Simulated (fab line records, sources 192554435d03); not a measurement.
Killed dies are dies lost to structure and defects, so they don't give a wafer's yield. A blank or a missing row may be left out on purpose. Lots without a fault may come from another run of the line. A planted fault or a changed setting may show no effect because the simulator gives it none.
Split-lot experiment | flow n5_finfet | 7 lots, 21 wafers read, on a route of 1938 steps

THE SPLIT
At N5_BEOL_M10_EXPOSE_08 (exposes mask M10), the setting dose_mj was moved away from the recipe's 53.75 on 9 of the 21 wafers read, by -4.6% to +6.7%. The other wafers ran this setting at the recipe's value.

FROM THE SPLIT TO THE READING: what the file shows between them, 14 steps
- N5_BEOL_M10_PEB_09: peb time 60 s
- N5_BEOL_M10_DEVELOP_10: develop time 30 s
- N5_BEOL_M10_CD_MEAS_11: target cd 64.1 nm
- N5_BEOL_M10_DESCUM_16: chemistry O2, time 7.9 s
- N5_BEOL_M10_ETCH_61: etches SiARC in CF4, target depth 39 nm, time 65 s
- N5_BEOL_M10_ETCH_62: etches SOC in N2/H2, target depth 110 nm, overetch 22 nm, time 165 s
- N5_BEOL_M10_STRIP_68: strips in N2/H2
- N5_BEOL_M10_HM_OPEN_17: chemistry Cl2/BCl3, target TiN, target depth 20 nm, overetch 6 nm
- N5_BEOL_M10_STRIP_19: strips in O2
- N5_BEOL_M10_CD_MEAS_18: pitch 140 nm, target cd 70 nm
- N5_BEOL_M10_COAT_63: time 60 s, resist thk 100 nm
- N5_BEOL_M10_COAT_64: time 60 s, resist thk 30 nm
- N5_BEOL_M10_PRECLEAN_42: cleans in residue remover, time 60 s
- N5_BEOL_M10_SRD_43: time 30 s

THE READING
cd_nm, in nm, at N5_BEOL_M10_CD_MEAS_35 (target cd 70 nm). Fault-free wafers of this fab line usually give 70.0 nm, standard deviation 0.48 nm.

wafer  | tool, chamber at the split | dose_mj as run | against the recipe | cd_nm, nm | against lot-mates on the recipe
L079.1 | arfi_scanner-01, 0         | 54.84          | +2.0%              | 71.4      | +0.6
L079.2 | arfi_scanner-01, 0         | 54.84          | +2.0%              | 70.7      | -0.1
L079.3 | arfi_scanner-01, 0         | 53.75          | recipe             | 70.8      | -
L080.3 | arfi_scanner-01, 0         | 51.28          | -4.6%              | 67.1      | -2.7
L080.4 | arfi_scanner-01, 0         | 53.75          | recipe             | 69.8      | -
L080.6 | arfi_scanner-01, 0         | 51.28          | -4.6%              | 67.2      | -2.6
L081.1 | arfi_scanner-02, 0         | 53.75          | recipe             | 70.3      | -
L081.4 | arfi_scanner-02, 0         | 53.75          | recipe             | 70.5      | -
L081.6 | arfi_scanner-02, 0         | 53.75          | recipe             | 70.9      | -
L082.2 | arfi_scanner-03, 0         | 52.61          | -2.1%              | 68.6      | no lot-mate on the recipe
L082.3 | arfi_scanner-03, 0         | 52.61          | -2.1%              | 68.7      | no lot-mate on the recipe
L082.4 | arfi_scanner-03, 0         | 52.61          | -2.1%              | 69.0      | no lot-mate on the recipe
L088.3 | arfi_scanner-03, 0         | 53.75          | recipe             | 70.3      | -
L088.4 | arfi_scanner-03, 0         | 53.75          | recipe             | 70.4      | -
L088.6 | arfi_scanner-03, 0         | 53.75          | recipe             | 69.8      | -
L097.4 | arfi_scanner-02, 0         | 57.34          | +6.7%              | 73.7      | +4.3
L097.5 | arfi_scanner-02, 0         | 57.34          | +6.7%              | 73.0      | +3.6
L097.6 | arfi_scanner-02, 0         | 53.75          | recipe             | 69.4      | -
L096.1 | arfi_scanner-03, 0         | 53.75          | recipe             | 69.0      | -
L096.5 | arfi_scanner-03, 0         | 53.75          | recipe             | 69.4      | -
L096.6 | arfi_scanner-03, 0         | 53.75          | recipe             | 69.0      | -

THE FIT
A straight line over all 21 wafers: cd_nm changes by +0.543 nm for each +1% of dose_mj; r = +0.94; the points scatter about the line by 0.55 nm.
The same after taking each lot's own level away (the mean of its wafers on the recipe; 18 wafers): +0.564 nm for each +1%; r = +0.97; scatter 0.4 nm.
On that fit, the largest move of dose_mj shifts the reading by 3.8 nm.
The lots' own levels span 69.13 to 70.80 nm, that is 3.5 times the standard deviation above.
So the lot-to-lot level changes the slope little: the two slopes agree.
Check: with one of the wafers moved furthest among these (+6.7%) left out of the fit, the line predicts +3.37 nm for it against its lot-mates. It came out at +4.3 nm against them.

OTHER SPLITS ON THESE WAFERS
These wafers also went through other splits before the reading. Each is held against what the fit with the lots' levels taken away leaves over:
other split on the same wafers | wafers away from the commonest value | r with cd_nm (lot level and that fit taken away)
N5_BEOL_M10_ILD_DEP_00 time_s  | 7                                    | -0.73

THE WHOLE CHAIN: every reading that the file lists as answering this split, in the file's order
step                   | what it does                                       | reading                                                                | change (the file's fit)               | r (the file's)
N5_BEOL_M10_CD_MEAS_11 | target cd 64.1 nm                                  | cd_nm                                                                  | +0.554 nm for each +1% of the setting | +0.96
N5_BEOL_M10_ETCH_61    | etches SiARC in CF4, target depth 39 nm, time 65 s | BEOL_M10.cd_offset_nm (the simulator's own value, which no gauge read) | +0.532 nm for each +1% of the setting | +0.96
N5_BEOL_M10_CD_MEAS_18 | pitch 140 nm, target cd 70 nm                      | cd_nm                                                                  | +0.499 nm for each +1% of the setting | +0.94
N5_BEOL_M10_CD_MEAS_35 | target cd 70 nm                                    | cd_nm                                                                  | +0.563 nm for each +1% of the setting | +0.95

THE FILE'S OWN FIT
cd_nm changes by +0.563 nm for each +1% of dose_mj, r = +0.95.
